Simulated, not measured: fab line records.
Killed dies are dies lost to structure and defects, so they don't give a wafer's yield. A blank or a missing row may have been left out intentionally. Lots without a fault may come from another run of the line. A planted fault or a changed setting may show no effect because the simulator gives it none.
Lot-split experiment | flow n5 finfet | 21 wafers read from 7 lots, route of 1938 steps

THE SPLIT
At N5_BEOL_M15_PEB_26 (peb time 90 s), the setting peb time s was moved away from the recipe's 90 s on 3 of the 21 wafers read, by -19.8% to +17.8%. The other wafers ran this setting at the recipe's value.

FROM THE SPLIT TO THE READING: what the file shows between them, 2 steps
- N5_BEOL_M15_DEVELOP_27: develop time 45 s
- N5_BEOL_M15_HARDBAKE_32: time 120 s

THE READING
cd nm (nm) at N5_BEOL_M15_CD_MEAS_28, where the cd target is 407.6 nm. On this fab line, fault-free wafers typically give 406.3 nm with a standard deviation of 1.4 nm.

wafer  | tool, chamber at the split | peb time s as run, s | against the recipe | cd nm, nm | against lot-mates on the recipe
L075.2 | litho track-03, 0          | 72.19                | -19.8%             | 396.8     | -7.7
L075.3 | litho track-03, 0          | 90                   | recipe             | 404.5     | -
L075.6 | litho track-03, 0          | 72.19                | -19.8%             | 396.5     | -8.0
L082.2 | litho track-04, 0          | 90                   | recipe             | 405.7     | -
L082.5 | litho track-04, 0          | 90                   | recipe             | 405.2     | -
L082.6 | litho track-04, 0          | 90                   | recipe             | 405.4     | -
L081.2 | litho track-03, 0          | 106                  | +17.8%             | 411.0     | +4.9
L081.3 | litho track-03, 0          | 90                   | recipe             | 406.6     | -
L081.6 | litho track-03, 0          | 90                   | recipe             | 405.7     | -
L083.2 | litho track-03, 0          | 90                   | recipe             | 407.2     | -
L083.3 | litho track-03, 0          | 90                   | recipe             | 406.1     | -
L083.4 | litho track-03, 0          | 90                   | recipe             | 405.1     | -
L086.2 | litho track-03, 0          | 90                   | recipe             | 406.8     | -
L086.3 | litho track-03, 0          | 90                   | recipe             | 408.4     | -
L086.6 | litho track-03, 0          | 90                   | recipe             | 406.6     | -
L089.1 | litho track-04, 0          | 90                   | recipe             | 406.0     | -
L089.5 | litho track-04, 0          | 90                   | recipe             | 406.6     | -
L089.6 | litho track-04, 0          | 90                   | recipe             | 407.0     | -
L093.1 | litho track-04, 0          | 90                   | recipe             | 406.7     | -
L093.3 | litho track-04, 0          | 90                   | recipe             | 408.0     | -
L093.4 | litho track-04, 0          | 90                   | recipe             | 407.3     | -

THE FIT
A straight line over all 21 wafers: cd nm changes by +0.42 nm for each +1% of peb time s; r = +0.93; the points scatter about the line by 1.2 nm.
The same after taking each lot's own level away (the mean of its wafers on the recipe; 21 wafers): +0.358 nm for each +1%; r = +0.97; scatter 0.69 nm.
Per that fit: largest peb time s move, reading shift of 7.1 nm.
From 404.50 to 407.33 nm: that is the span of the lots' own levels, equal to 2.0 times the standard deviation above.
Thus the slope moves with the lot-to-lot level: the two fits are different.
Check: with one of the wafers moved furthest among these (-19.8%) left out of the fit, the line predicts -6.95 nm for it against its lot-mates. It came out at -7.7 nm against them.

OTHER SPLITS ON THESE WAFERS
Before the reading, these wafers also passed through other splits. Each is held against what the fit with the lots' levels taken away leaves over:
other split on the same wafers | wafers away from the commonest value | r with cd nm (lot level and that fit taken away)
N5_BEOL_M11_COAT_05 spin rpm   | 11                                   | -0.02
N5_BEOL_M11_VIA_ETCH_34 time s | 10                                   | -0.47
N5_BEOL_M11_ETCH_41 time s     | 8                                    | -0.05
N5_BEOL_M14_COAT_65 spin rpm   | 5                                    | -0.25

THE WHOLE CHAIN: every reading that the file lists as answering this split, in the file's order
step                       | what it does                                                            | reading                                                         | change (the file's fit)               | r (the file's)
N5_BEOL_M15_CD_MEAS_28     | target cd 407.6 nm                                                      | cd nm                                                           | +0.343 nm for each +1% of the setting | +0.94
N5_BEOL_M15_DESCUM_33      | chemistry O2, time 7.9 s                                                | BEOL_M15.cd nm (the simulator's own value, which no gauge read) | +0.344 nm for each +1% of the setting | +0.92
N5_BEOL_M15_ETCH_61        | etches BARC in N2/H2, target depth 89 nm, overetch 26.7 nm, time 67.9 s | BEOL_M15.cd nm (the simulator's own value, which no gauge read) | +0.298 nm for each +1% of the setting | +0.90
N5_BEOL_M15_TRENCH_ETCH_34 | etches SiO2 in C4F8/O2/Ar, target depth 872.93 nm, time 199 s           | BEOL_M15.cd nm (the simulator's own value, which no gauge read) | +0.306 nm for each +1% of the setting | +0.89

FILE'S OWN FIT
cd nm changes by +0.343 nm for each +1% of peb time s, r = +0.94.
